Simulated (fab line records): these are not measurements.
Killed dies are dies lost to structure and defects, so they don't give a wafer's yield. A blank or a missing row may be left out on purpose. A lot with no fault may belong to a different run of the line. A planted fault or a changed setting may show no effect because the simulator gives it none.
Which tool did it?	flow n5_finfet	9 lots with 27 wafers sampled at 4 steps, on a route of 1938 steps

WHAT THE GAUGES READ, wafer by wafer
N5_BEOL_M4_RC_MEAS_101.
lot	measured	on	IOFF_N_LONG (nA/um)
L205	day 9 02:45	prober-01	5.22e-05 5.22e-05 5.39e-05
L206	day 8 06:36	prober-02	0.0001449 0.0001456 0.000145
L213	day 10 14:32	prober-01	0.0001485 0.0001476 0.0001452
L217	day 11 14:03	prober-01	5.55e-05 5.55e-05 5.41e-05
L219	day 12 05:11	prober-02	5.49e-05 5.61e-05 5.58e-05
L223	day 12 22:19	prober-02	5.85e-05 5.84e-05 5.87e-05
L224	day 13 12:11	prober-01	5.81e-05 5.76e-05 5.7e-05
L225	day 13 14:47	prober-02	5.44e-05 5.44e-05 5.51e-05
L226	day 13 19:11	prober-02	5.29e-05 5.32e-05 5.34e-05

TOOL THAT RAN EACH LOT (tool first, then ch and the chambers of the sampled wafers, then the start)
lot	N5_HKMG_FIN_PWFM_ALD_03	N5_HKMG_FIN_NWFM_ALD_20	N5_HKMG_FIN_CMP_94
L205	ald_metal-04 ch 0,3, day 4 16:43	ald_metal-03 ch 0,1,3, day 4 19:35	cmp-04 ch 0,3, day 4 21:50
L206	ald_metal-01 ch 0,1,3, day 4 20:47	ald_metal-03 ch 1,2, day 4 23:47	cmp-02 ch 1,2,3, day 5 02:01
L213	ald_metal-03 ch 1,3, day 6 16:40	ald_metal-03 ch 1,2,3, day 6 19:33	cmp-02 ch 0,2,3, day 6 21:54
L217	ald_metal-04 ch 0,2,3, day 7 16:53	ald_metal-04 ch 0,2,3, day 7 19:46	cmp-02 ch 0,1, day 7 21:58
L219	ald_metal-04 ch 0,1,2, day 8 12:02	ald_metal-01 ch 0,1,3, day 8 15:04	cmp-02 ch 1,2,3, day 8 17:17
L223	ald_metal-03 ch 0,2,3, day 9 08:07	ald_metal-04 ch 0,1,2, day 9 11:29	cmp-04 ch 0,2, day 9 14:16
L224	ald_metal-01 ch 0,1,2, day 9 12:35	ald_metal-01 ch 0,1,3, day 9 15:34	cmp-03 ch 0,1,2, day 9 17:57
L225	ald_metal-01 ch 0,1, day 9 21:09	ald_metal-03 ch 0,3, day 10 00:15	cmp-02 ch 0,1,3, day 10 02:36
L226	ald_metal-01 ch 0,1,2, day 10 01:32	ald_metal-03 ch 0,2, day 10 04:42	cmp-04 ch 1,2,3, day 10 06:56
- N5_HKMG_FIN_PWFM_ALD_03: deposits TiN, target thk 2 nm, pulse time 1 s, purge time 3 s.
- N5_HKMG_FIN_NWFM_ALD_20: deposits TiAlC, target thk 2 nm, pulse time 3 s, purge time 2 s.
- N5_HKMG_FIN_CMP_94: polishes, stops on SiNx, t overpolish 4.7 s, target thk 43.299 nm.

THE ANSWER, worked out from the rows above alone
Rule: usual is defined by the lots themselves. Put in order of their means at a reading, lots are off if they are a third of the lots or fewer, leave a main group of 4 or more, and stand apart from it by a gap of 3 or more times the standard deviation of the main group's means; of several such gaps the widest counts. A main group is skipped when, at the precision printed for the reading in the tables above, its means are all equal. Also off: a lot with no number at a reading for which 4 or more lots have one. Where the step has rows for the other lots, those lots are counted as sound.
Off: at N5_BEOL_M4_RC_MEAS_101 (IOFF_N_LONG), L206, L213. The main group: mean 5.53e-05 nA/um, standard deviation 2e-06.
A tool fits if, at a process step before that reading, it ran every lot that is off, and no sound lot after the first of them. The gauges at N5_BEOL_M4_RC_MEAS_101 are tried like those tools. None of those tried fits.

WHAT HAD BEEN PUT IN BY THE SIMULATOR
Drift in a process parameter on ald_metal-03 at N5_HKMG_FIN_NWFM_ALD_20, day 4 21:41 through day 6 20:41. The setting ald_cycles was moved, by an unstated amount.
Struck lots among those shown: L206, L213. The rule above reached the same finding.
